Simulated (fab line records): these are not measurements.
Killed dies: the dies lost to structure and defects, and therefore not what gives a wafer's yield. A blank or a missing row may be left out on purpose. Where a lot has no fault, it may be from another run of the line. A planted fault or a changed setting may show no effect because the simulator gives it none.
fab line records | flow n5Finfet
record: lots: 4 wafers: 12 lastDay: 16
route steps=1938 shown SD_EPI_N@275 SD_EPI_P@295 BEOL_M4@1111 PASSIVATION@1936
lots untouched by any fault: they come from a run of this same line in which no faults occurred
startH: hours from the record's first day to the start of the lot's first wafer shown | waitH: hours since the lot's step before | " same as the row above | L1.1+2: a row that stands for several wafers | - no value present, or no start provided | * or withheld: withheld | < > ~ a bound
route shown NAME@n: names a module that has steps shown in the file, with the first one's number in the route | usual: average and standard deviation across the fault-free wafers | same: alike in all rows | chamber/n: place in a boat | sites: per-site readings | _std_site: the values' standard deviation | _edge_site: mean of outer sites minus mean of inner sites | radiusMm: for every site, how far away it sits from the centre of the wafer | mask NAME#n: copy n | behind: the last tool/chamber to shape the wafer | hold: what put the lot on hold/how long, in hours/how the hold closed | device: whichever transistor did not switch (one of n, p or np) | end of line: the route-end tests of the same wafers | a step without rows: its recipe alone | killed: at the first sort, the dies lost to defects and structure; wafer yield is something else | map: dies across one wafer; x = killed, . = not, _ = none there
set.NAME: setting as actually run; set.NAME@STEP: the setting as run at that earlier step | model.NAME: the simulator's own value behind a step, which no gauge read
certain route steps with their lots: each step a table, each wafer a row
services: a tool's chamber out of use, with start hour (startH, from the record's first day; less than 0 if before it), hours out, and reason
== steps ==
step: N5_SD_EPI_N_ETCH_35
recipe: chemistry: N2/H2 target: SOC overetchA: 1080 maskMaterial: SiARC tempC: 40 ionEnergyEv: 100 sourceW: 3000 biasW: 133 pressureMtorr: 20 timeS: 486 n2FlowSccm: 200 h2FlowSccm: 200
step: N5_SD_EPI_N_STRIP_36
recipe: chemistry: N2/H2 tempC: 40 n2FlowSccm: 200 h2FlowSccm: 200 rfFrequencyHz: 6e+07
step: N5_SD_EPI_N_ETCHBACK_44
recipe: chemistry: CH3F/O2 mode: anisotropicEtchback target: SiNx targetDepthA: 145 stopOn: SiO2 overEtchFrac: 0.3 ionEnergyEv: 120 pressureMtorr: 30 sourceW: 395 biasW: 73 Ar_flow_sccm: 150 CH3F_flow_sccm: 30 O2_flow_sccm: 20
step: N5_SD_EPI_N_ETCH_45
recipe: chemistry: CH3F/O2 target: SiOCN targetDepthA: 60 maskMaterial: SOC ionEnergyEv: 60 biasW: 29 pressureMtorr: 15 sourceW: 410 Ar_flow_sccm: 150 CH3F_flow_sccm: 30 O2_flow_sccm: 20
step: N5_SD_EPI_N_ETCH_16
recipe: chemistry: CHF3/O2 target: SiO2 targetDepthA: 50 maskMaterial: SOC pressureMtorr: 30 sourceW: 650 biasW: 170 Ar_flow_sccm: 200 CHF3_flow_sccm: 50 O2_flow_sccm: 5 ionEnergyEv: 200
step: N5_SD_EPI_N_STRIP_47
recipe: chemistry: CHF3/O2 resist: SiARC rfFrequencyHz: 6e+07
step: N5_SD_EPI_N_SD_RECESS_17
recipe: chemistry: HBr/Cl2/O2 targetDepthA: 410 maskMaterial: SOC timeS: 23.7 btTimeS: 3 pressureMtorr: 10 icpW: 800 biasW: 112 HBr_flow_sccm: 150 Cl2_flow_sccm: 80 O2_flow_sccm: 12
step: N5_SD_EPI_N_STRIP_38
recipe: chemistry: N2/H2 powerW: 1000 tempC: 250 h2Frac: 0.65 overashFraction: 0.3 pressureMtorr: withheld n2FlowSccm: 1750 h2FlowSccm: 3250
step: N5_SD_EPI_N_WET_ETCH_43
recipe: chemistry: dHF dilution: withheld timeS: 14 target: SiO2 targetDepthA: 15 tempC: 25
step: N5_SD_EPI_N_STRIP_18
recipe: chemistry: SPM timeS: 750 tempC: 130 h2so4H2o2VolRatio: 4
step: N5_SD_EPI_N_SRD_20
recipe: dry: ipaMarangoni doPpb: 5 timeS: 30 tempC: 23 rinseLiquid: diw
step: N5_SD_EPI_N_PRECLEAN_48
recipe: chemistry: NF3:NH3 afsCycles: 2 tempC: 30 timeS: 20 sublimationTempC: 180 sublimationTimeS: 60 pressureTorr: 3 rfPowerW: 30
step: N5_SD_EPI_N_VAPOR_ETCH_50
recipe: chemistry: HCl target: Si tempC: 775 timeS: 54 pressureTorr: 20 mode: isotropic
usual: susceptorTempC: 775.1/0.31 throttleValvePct: 11.7/0.35
columns lot.wafer tool chamber startH waitH susceptorTempC throttleValvePct
L240.2 epiRpcvd-02 0 98.98 0.3 775.0 11.6
L240.3 " 0 " " 775.2 11.8
L240.5 " 0 " " 774.8 11.4
L244.3 epiRpcvd-02 0 124.28 0.2 788.2 11.4
L244.5 " 0 " " 788.0 11.6
L244.6 " 0 " " 787.8 11.8
L245.1 epiRpcvd-02 0 129.02 0.3 788.4 11.6
L245.3 " 0 " " 788.2 11.7
L245.4 " 0 " " 787.9 11.8
L251.2 epiRpcvd-01 0 164.32 0.3 775.3 11.5
L251.3 " 0 " " 775.5 11.3
L251.6 " 0 " " 774.4 11.6
step: N5_SD_EPI_N_EPI_21
recipe: material: Si:P dopant: P tempC: 680 pressureTorr: 255 timeS: 690
step: N5_SD_EPI_N_PRECLEAN_24
recipe: chemistry: O3/DIW timeS: 60 tempC: 22 o3Ppm: 10
step: N5_SD_EPI_N_SRD_25
recipe: timeS: 30 tempC: 23 rinseLiquid: diw dry: ipaMarangoni
step: N5_SD_EPI_N_PRECLEAN_49
recipe: chemistry: NF3:NH3 afsCycles: 1 tempC: 30 timeS: 20 sublimationTempC: 180 sublimationTimeS: 60 pressureTorr: 3 rfPowerW: 30
step: N5_SD_EPI_N_LINER_46
recipe: material: SiNx targetThkA: 30 tempC: 400 aldPrecursorFamily: SiH2I2 aldCoReactant: N2/H2-plasma pressureTorr: 2
step: N5_SD_EPI_P_COAT_34
recipe: resist: SOC tempC: 250 timeS: 60 spinRpm: 1500 resistThkNm: 350
step: N5_SD_EPI_P_COAT_35
recipe: resist: SiARC tempC: 220 timeS: 60 spinRpm: 1500 resistThkNm: 35
step: N5_SD_EPI_P_COAT_03
recipe: resist: CAR-ArF-block spinRpm: 1500 resistThkNm: 150
step: N5_SD_EPI_P_EBR_05
recipe: solvent: PGMEA ebrWidthMm: 1.5
step: N5_SD_EPI_P_SOFTBAKE_04
recipe: tempC: 110 timeS: 60 resist: CAR-ArF-block
step: N5_SD_EPI_P_EXPOSE_06
recipe: maskId: SD_P_BLK na: 1.35 sourceShape: conventional sigmaOuter: 0.8 polarization: unpolarized targetCdNm: 240 doseMj: 39.5
step: N5_SD_EPI_P_PEB_07
recipe: pebTempC: 110 pebTimeS: 60 resist: CAR-ArF-block
step: N5_SD_EPI_P_DEVELOP_08
recipe: developTimeS: 30 developer: TMAH resist: CAR-ArF-block devTempC: 23 rinseLiquid: diw dry: airSpin
step: N5_SD_EPI_P_DESCUM_14
recipe: chemistry: O2 timeS: 7.9 sourcePowerW: 50 biasPowerW: 20 pressureMtorr: 20 rfFrequencyHz: 2.712e+07 tempC: 40 resist: CAR-ArF-block o2FlowSccm: 225
step: N5_SD_EPI_P_ETCH_36
recipe: chemistry: CF4 target: SiARC targetDepthA: 455 maskMaterial: CAR-ArF-block timeS: 75.8 ionEnergyEv: 80 pressureMtorr: 40 sourceW: 545 biasW: 36 Ar_flow_sccm: 100 cf4FlowSccm: 100 ends: cleared
step: N5_SD_EPI_P_ETCH_37
recipe: chemistry: N2/H2 target: SOC overetchA: 1080 maskMaterial: SiARC tempC: 40 ionEnergyEv: 100 sourceW: 3000 biasW: 133 pressureMtorr: 20 timeS: 486 n2FlowSccm: 200 h2FlowSccm: 200 ends: endPoint
step: N5_SD_EPI_P_STRIP_38
recipe: chemistry: N2/H2 tempC: 40 n2FlowSccm: 200 h2FlowSccm: 200 rfFrequencyHz: 6e+07
step: N5_SD_EPI_P_ETCHBACK_46
recipe: chemistry: CH3F/O2 mode: anisotropicEtchback target: SiNx targetDepthA: 175 stopOn: SiO2 overEtchFrac: 0.3 ionEnergyEv: 120 pressureMtorr: 30 sourceW: 395 biasW: 73 Ar_flow_sccm: 150 CH3F_flow_sccm: 30 O2_flow_sccm: 20
step: N5_SD_EPI_P_ETCH_47
recipe: chemistry: CH3F/O2 target: SiOCN targetDepthA: 250 maskMaterial: SOC ionEnergyEv: 60 biasW: 29 pressureMtorr: 30 sourceW: 410 Ar_flow_sccm: 150 CH3F_flow_sccm: 30 O2_flow_sccm: 20
step: N5_SD_EPI_P_ETCH_16
recipe: chemistry: CHF3/O2 target: SiO2 targetDepthA: 50 maskMaterial: SOC pressureMtorr: 30 sourceW: 650 biasW: 170 Ar_flow_sccm: 200 CHF3_flow_sccm: 50 O2_flow_sccm: 5 ionEnergyEv: 200
step: N5_SD_EPI_P_STRIP_50
recipe: chemistry: CHF3/O2 resist: SiARC rfFrequencyHz: 6e+07
step: N5_SD_EPI_P_SD_RECESS_17
recipe: chemistry: HBr/Cl2/O2 targetDepthA: 391 btTimeS: 3 pressureMtorr: 10 icpW: 800 biasW: 112 HBr_flow_sccm: 150 Cl2_flow_sccm: 80 O2_flow_sccm: 12
step: N5_SD_EPI_P_WET_ETCH_45
recipe: chemistry: dHF dilution: withheld timeS: 10.7 target: SiO2 targetDepthA: 20 tempC: 25 dry: ipaMarangoni rinseTimeS: 30 rinseTempC: 23
step: N5_SD_EPI_P_STRIP_40
recipe: chemistry: N2/H2 powerW: 1000 tempC: 250 h2Frac: 0.65 overashFraction: 0.3 pressureMtorr: withheld n2FlowSccm: 1750 h2FlowSccm: 3250
step: N5_BEOL_M4_RC_MEAS_101
usual: DIBL_N: 36.3/1 DIBL_P: 36.2/1.4 IOFF_N: 0.157/0.021 IOFF_N_85C: 3.1/0.35 IOFF_N_LIN: 0.073/0.0083 IOFF_P: 0.206/0.025 ION_N: 673/9 ION_P: 461/6.4 REXT_N: 75.0/1.5 SS_N: 71.5/0.5 SS_P: 73.2/0.47 VT_N: 249.9/2.4 VT_N_LVT: 98.2/2.7 VT_P: -250.6/2.9
columns lot.wafer tool chamber startH waitH DIBL_N[mV/V] DIBL_P[mV/V] IOFF_N[nA/um] IOFF_N_85C[nA/um] IOFF_N_LIN[nA/um] IOFF_P[nA/um] ION_N[uA/um] ION_P[uA/um] REXT_N[ohm.um] SS_N[mV/dec] SS_P[mV/dec] VT_N[mV] VT_N_LVT[mV] VT_P[mV]
L240.2 prober-02 0 206.60 0.2 35.1 34.1 0.125 2.6 0.060 0.161 655 444 75.7 71.0 72.9 256.7 101.0 -255.4
L240.3 " 0 " " 37.0 36.5 0.158 3.2 0.075 0.193 686 465 75.0 71.8 73.1 249.2 96.8 -253.4
L240.5 " 0 " " 37.7 36.6 0.166 3.3 0.074 0.201 666 456 75.4 71.8 73.0 249.7 96.2 -252.3
L244.3 prober-02 0 237.44 0.3 48.2 39.5 0.532 8.4 0.170 0.247 730 460 65.2 75.4 74.1 236.3 84.4 -250.0
L244.5 " 0 " " 45.1 36.4 0.345 5.8 0.127 0.191 717 457 65.4 74.6 73.2 243.6 89.2 -251.6
L244.6 " 0 " " 44.5 36.1 0.333 5.7 0.129 0.190 728 464 65.4 74.4 72.7 239.1 88.9 -252.7
L245.1 prober-01 0 247.18 0.0 42.8 32.4 0.315 5.3 0.114 0.165 714 447 67.0 73.5 73.2 240.5 90.0 -254.5
L245.3 " 0 " " 44.9 35.7 0.367 6.2 0.135 0.204 718 454 67.8 73.1 73.5 239.5 86.9 -250.8
L245.4 " 0 " " 46.9 37.8 0.478 7.7 0.159 0.232 728 455 66.9 74.4 73.8 237.5 85.2 -248.7
L251.2 prober-02 0 281.26 0.2 36.6 34.8 0.135 2.7 0.063 0.168 669 453 77.8 70.4 73.2 254.0 100.3 -258.1
L251.3 " 0 " " 37.9 36.4 0.154 3.0 0.069 0.194 660 451 78.0 71.8 73.4 250.3 99.1 -253.6
L251.6 " 0 " " 35.5 33.2 0.115 2.3 0.054 0.150 644 440 78.0 71.3 72.7 256.4 103.3 -258.1
step: N5_PASSIVATION_PROBE_49
usual: defectLimitedYield: 91.1/1.3 killed_at_M0_to_M3: 36/10 killed_at_M4_up: 14/4.4 killedAtContacts: 14/5.7 killedAtFrontEnd: 39/9.4 killedAtOther: 2.9/2.6 killedDies: 105/15 killedOpen: 70/12 killedShort: 34/7.1 sort_bin_4_leakage: 0/0 sort_bin_5_function: 5.3/0.77 sort_bin_6_memory: 3.3/0.66 sort_bin_8_speed: 0.00/0.007 sortNPass: 1075/15 sortYieldPct: 91.1/1.3
same: grossDies: 1180 killedAtBackSide: 0
columns lot.wafer tool chamber startH waitH defectLimitedYield[%] killed_at_M0_to_M3 killed_at_M4_up killedAtContacts killedAtFrontEnd killedAtOther killedDies killedOpen killedShort sort_bin_4_leakage[%] sort_bin_5_function[%] sort_bin_6_memory[%] sort_bin_8_speed[%] sortNPass sortYieldPct[%]
L240.2 prober-02 - 316.93 0.1 91.3 38 11 14 33 7 103 65 35 0 5.4 3.1 0 1077 91.3
L240.3 prober-02 - 316.98 0.1 92.9 18 11 13 33 9 84 55 28 0 4.2 2.5 0 1096 92.9
L240.5 prober-02 - 317.08 0.2 93.7 31 4 6 24 9 74 46 26 0 3.6 2.1 0 1106 93.7
L244.3 prober-01 - 336.33 0.1 90.9 37 17 19 33 1 107 74 33 67.88 5.3 3.4 0 272 23.1
L244.5 prober-01 - 336.43 0.2 89.1 23 13 23 67 3 129 92 37 3.90 6.4 4.2 0 1005 85.2
L244.6 prober-01 - 336.48 0.3 91.5 23 19 18 38 2 100 70 29 2.71 5.3 3.0 0 1048 88.8
L245.1 prober-01 - 345.64 0.0 91.9 37 11 7 38 3 96 65 31 0.25 3.9 3.9 0 1081 91.6
L245.3 prober-01 - 345.74 0.1 90.3 48 11 13 39 4 115 68 44 5.76 5.7 3.1 0 997 84.5
L245.4 prober-01 - 345.79 0.2 91.8 38 14 14 27 4 97 63 32 41.86 4.8 3.2 0 589 49.9
L251.2 prober-02 - 389.55 0.1 88.6 72 15 4 43 1 135 83 50 0 6.8 4.1 0 1045 88.6
L251.3 prober-02 - 389.60 0.1 88.3 50 20 13 53 2 138 87 43 0 5.9 4.7 0 1042 88.3
L251.6 prober-02 - 389.75 0.3 89.6 35 24 22 42 0 123 83 40 0 6.4 3.9 0.08 1056 89.5
killed by level:class
L240.2 MOL_CONTACT_COAG:geometricParticle:open=12 BEOL_M0_SAQP:geometricParticle:short=8 BEOL_M4:geometricParticle:open=7 STI_FIN_REVEAL:geometricParticle:open=7 BEOL_M0_SAQP:geometricParticle:open=7 BEOL_M1:geometricParticle:open=7 FIN_SAQP:geometricParticle:short=5 GATE_CUT:geometricParticle:open=5
L240.3 MOL_CONTACT_COAG:geometricParticle:open=9 BEOL_M2:geometricParticle:open=9 STI_FIN_REVEAL:geometricParticle:open=7 FIN_SAQP:geometricParticle:short=6 ILD0:geometricParticle:short=5 BEOL_M4:geometricParticle:open=5 FIN_SAQP:geometricParticle:open=4 MOL_CONTACT_COAG:geometricParticle:short=4
L240.5 STI_FIN_REVEAL:geometricParticle:open=7 MOL_CONTACT_COAG:geometricParticle:open=6 BEOL_M0_SAQP:geometricParticle:open=6 BEOL_M3:geometricParticle:open=6 FIN_SAQP:geometricParticle:short=5 BEOL_M0_SAQP:geometricParticle:short=4 BEOL_M0:geometricParticle:open=4 PAD_METAL:geometricParticle:short=4
L244.3 MOL_CONTACT_COAG:geometricParticle:open=13 BEOL_M2:geometricParticle:open=12 FIN_SAQP:geometricParticle:open=7 DUMMY_GATE:geometricParticle:open=7 MOL_CONTACT_COAG:geometricParticle:short=6 BEOL_M0_SAQP:geometricParticle:short=5 BEOL_M0_SAQP:geometricParticle:open=5 BEOL_M0:geometricParticle:open=5
L244.5 FIN_SAQP:geometricParticle:open=26 MOL_CONTACT_COAG:geometricParticle:open=17 FIN_SAQP:geometricParticle:short=13 STI_FIN_REVEAL:geometricParticle:open=8 GATE_CUT:geometricParticle:open=7 MOL_CONTACT_COAG:geometricParticle:short=6 BEOL_M0_SAQP:geometricParticle:open=4 BEOL_M1:geometricParticle:open=4
L244.6 MOL_CONTACT_COAG:geometricParticle:open=16 FIN_SAQP:geometricParticle:open=9 STI_FIN_REVEAL:geometricParticle:open=7 FIN_SAQP:geometricParticle:short=6 BEOL_M0_SAQP:geometricParticle:open=6 BEOL_M4:geometricParticle:open=6 GATE_CUT:geometricParticle:short=5 BEOL_M0_SAQP:geometricParticle:short=5
L245.1 STI_FIN_REVEAL:geometricParticle:open=13 BEOL_M2:geometricParticle:open=9 BEOL_M3:geometricParticle:open=9 BEOL_M2:geometricParticle:short=6 GATE_CUT:geometricParticle:short=5 MOL_CONTACT_COAG:geometricParticle:open=5 FIN_SAQP:geometricParticle:open=4 DUMMY_GATE:geometricParticle:open=4
L245.3 FIN_SAQP:geometricParticle:short=10 BEOL_M0_SAQP:geometricParticle:open=9 BEOL_M1:geometricParticle:open=9 MOL_CONTACT_COAG:geometricParticle:open=8 BEOL_M0_SAQP:geometricParticle:short=8 BEOL_M3:geometricParticle:open=8 STI_FIN_REVEAL:geometricParticle:open=6 BEOL_M2:geometricParticle:open=6
L245.4 MOL_CONTACT_COAG:geometricParticle:open=11 BEOL_M3:geometricParticle:open=9 BEOL_M0_SAQP:geometricParticle:short=8 BEOL_M4:geometricParticle:open=8 BEOL_M0_SAQP:geometricParticle:open=7 BEOL_M1:geometricParticle:open=6 FIN_SAQP:geometricParticle:open=4 BEOL_M1:geometricParticle:short=4
L251.2 BEOL_M3:geometricParticle:open=20 BEOL_M0_SAQP:geometricParticle:short=13 BEOL_M0_SAQP:geometricParticle:open=11 FIN_SAQP:geometricParticle:short=10 BEOL_M1:geometricParticle:open=10 STI_FIN_REVEAL:geometricParticle:open=9 FIN_SAQP:geometricParticle:open=7 BEOL_M4:geometricParticle:open=7
L251.3 STI_FIN_REVEAL:geometricParticle:open=15 BEOL_M3:geometricParticle:open=15 BEOL_M4:geometricParticle:open=12 MOL_CONTACT_COAG:geometricParticle:open=11 FIN_SAQP:geometricParticle:short=10 BEOL_M3:geometricParticle:short=7 BEOL_M0_SAQP:geometricParticle:short=6 BEOL_M2:geometricParticle:open=5
L251.6 MOL_CONTACT_COAG:geometricParticle:open=16 BEOL_M4:geometricParticle:open=13 STI_FIN_REVEAL:geometricParticle:open=9 FIN_SAQP:geometricParticle:open=8 MOL_CONTACT_COAG:geometricParticle:short=6 BEOL_M0_SAQP:geometricParticle:open=6 BEOL_M0:geometricParticle:open=6 BEOL_M2:geometricParticle:open=5
map L244.5 (x killed, . not)
_________________............________________
______________x..x.x........x..._____________
___________x..x..............x..x..__________
__________...................x.....x_________
________.x...x........x....x.........._______
_______................x.x.x...........______
______..........x....................x.._____
_____.x......x............x.........xx...____
____..x.......x..x......x..x........x..x.x___
___..x.x..x..x..........x..................__
___x......x..................x.............__
__..............x.................x..x......_
__.............x.............x..x.......x..._
_x.......x.x....x.........x...............x..
_x...x......x..x.x.x.....x....x..............
_.......x..xx.......x.........xx....x......x.
_........x......x...........x................
_....x..........x.x........x.....xx..........
_......x........x.......................x....
_.....x..x.x..........x......................
_..x............x.............x..............
__....x.................xx.......x.........._
__..x..........x.............x....x..x......_
___..............x.......x...........x.x...__
___.........x.....x................xx......__
____..x.........x.xx........x.x...........___
_____........x.....x...x.......x........x____
______...............x..x.........x....._____
_______..x..........................x..______
________........................x....._______
__________.......x.................._________
___________...............xx.......__________
______________x............x..x._____________
_________________..........x.________________
map L245.3 (x killed, . not)
_________________...xx.......________________
______________..........x......._____________
___________........................__________
__________x.......................x._________
________.........................xx..._______
_______..x........x....x..............x______
______.......xx........................._____
_____.x.......xx....x...............x...x____
____.x........x...x...x......x............___
___...x...............................x....__
___...x..........x....x.........x....x..x..__
__.........x......................x........._
__.........................xx..............._
_..........................x................x
_....x...............x.............x.........
_.x........x..............................x..
_x..............x......x.x....x....x.........
_.......x......x..xx.xx....x.x...x...........
_.....x................................x.....
_..........x.x.............xx................
_......xxx..........x.xx...x......x........x.
__x...xx................x.x........x...x...._
__..................x...x.............x....._
___..........x......x........x....x...x....__
___xx...........x..........................__
____.............x...x....................___
_____.....x..................x....xx.....____
______...........................x......_____
_______....x................xx.........______
________x..x..xx..x....x.............._______
__________..............x..........._________
___________.x.................xx...__________
______________x...........x....._____________
_________________.....x......________________
== services ==
columns tool chamber startH hours kind
epiRpcvd-01 - 98.22 6.0 pm
== key ==
firstSign: step: N5_SD_EPI_N_VAPOR_ETCH_50 reading: susceptorTempC direction: up sigmas: 42 usual: * struck: *
effect: step: N5_BEOL_M4_RC_MEAS_101 reading: IOFF_N direction: up sigmas: 11 usual: 0.157 struck: 0.395
effect: step: N5_BEOL_M4_RC_MEAS_101 reading: IOFF_N_85C direction: up sigmas: 10 usual: 3.1 struck: 6.5
effect: step: N5_BEOL_M4_RC_MEAS_101 reading: DIBL_N direction: up sigmas: 8.8 usual: 36.3 struck: 45.4
effect: step: N5_BEOL_M4_RC_MEAS_101 reading: IOFF_N_LIN direction: up sigmas: 7.9 usual: 0.073 struck: 0.139
effect: step: N5_BEOL_M4_RC_MEAS_101 reading: REXT_N direction: down sigmas: 5.9 usual: 75.0 struck: 66.3
effect: step: N5_BEOL_M4_RC_MEAS_101 reading: ION_N direction: up sigmas: 5.5 usual: 673 struck: 723
effect: step: N5_BEOL_M4_RC_MEAS_101 reading: SS_N direction: up sigmas: 5.4 usual: 71.5 struck: 74.2
effect: step: N5_BEOL_M4_RC_MEAS_101 reading: VT_N direction: down sigmas: 4.3 usual: 249.9 struck: 239.4
effect: step: N5_BEOL_M4_RC_MEAS_101 reading: VT_N_LVT direction: down sigmas: 4 usual: 98.2 struck: 87.4
effect: step: N5_PASSIVATION_PROBE_49 reading: sort_bin_4_leakage direction: up sigmas: 99+ usual: 0 struck: 20.40
metAt N5_SD_EPI_N_VAPOR_ETCH_50
struckWafers L244.3,L244.5,L244.6,L245.1,L245.3,L245.4
onsetBetween 98.98 124.28
fault: kind: processParameterDrift tool: epiRpcvd-02 chamber: - onsetH: 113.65 steps: N5_SD_EPI_N_VAPOR_ETCH_50 channel: tempC offset: * shape: step endH: 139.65 actsIn: * stated: *
